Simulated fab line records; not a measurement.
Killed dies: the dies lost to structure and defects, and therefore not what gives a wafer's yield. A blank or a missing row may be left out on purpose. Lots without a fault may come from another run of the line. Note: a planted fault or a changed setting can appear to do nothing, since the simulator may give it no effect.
Chamber matching ; flow n5_finfet ; N5_BEOL_M11_VIA_ETCH_34 on rie_diel-01: 4 sister chambers
The step etches SiCOH lowk in C4F6/O2, target depth 184.5 nm, time 69.2 s. 8 wafers are shown with their chamber, then 7 later ones without.

## WAFERS, EACH WITH ITS CHAMBER
wafer;chamber;showerhead_plenum_p_Torr (Torr);drypump_motor_current_A (A)
L075.5;1;2.83;6.1
L082.4;1;2.82;6.0
L082.5;3;2.69;6.4
L081.2;0;2.83;5.8
L081.3;2;2.91;5.5
L081.5;3;2.69;6.4
L089.2;2;2.90;5.5
L089.4;0;2.82;5.7

## WAFERS WITH NO CHAMBER GIVEN
wafer;showerhead_plenum_p_Torr (Torr);drypump_motor_current_A (A)
L089.5;2.81;6.0
L092.4;2.89;5.5
L092.5;2.69;6.5
L092.6;2.82;5.8
L094.1;2.80;6.1
L094.2;2.89;5.5
L094.3;2.68;6.5

## THE CHAMBER EACH PASSED THROUGH
wafer;from the rows above;in truth
L089.5;1;1
L092.4;2;2
L092.5;3;3
L092.6;0;0
L094.1;1;1
L094.2;2;2
L094.3;3;3
Placed correctly: 7 of 7. From these rows, 0 cannot be placed. Number placed wrongly: 0.
How it was worked out, from the rows above alone: a wafer's distance from a chamber is the root of the sum, over the readings, of the square of ((its reading less the chamber's mean) divided by the reading's scatter). The wafer belongs to the nearest chamber; if the next one is less than 2 further off, it can't be placed. A chamber's mean is the mean of its shown wafers. The scatter is the square root of a quotient: the sum, over the shown wafers, of each reading's squared deviation from its chamber's mean, divided by wafers minus chambers.
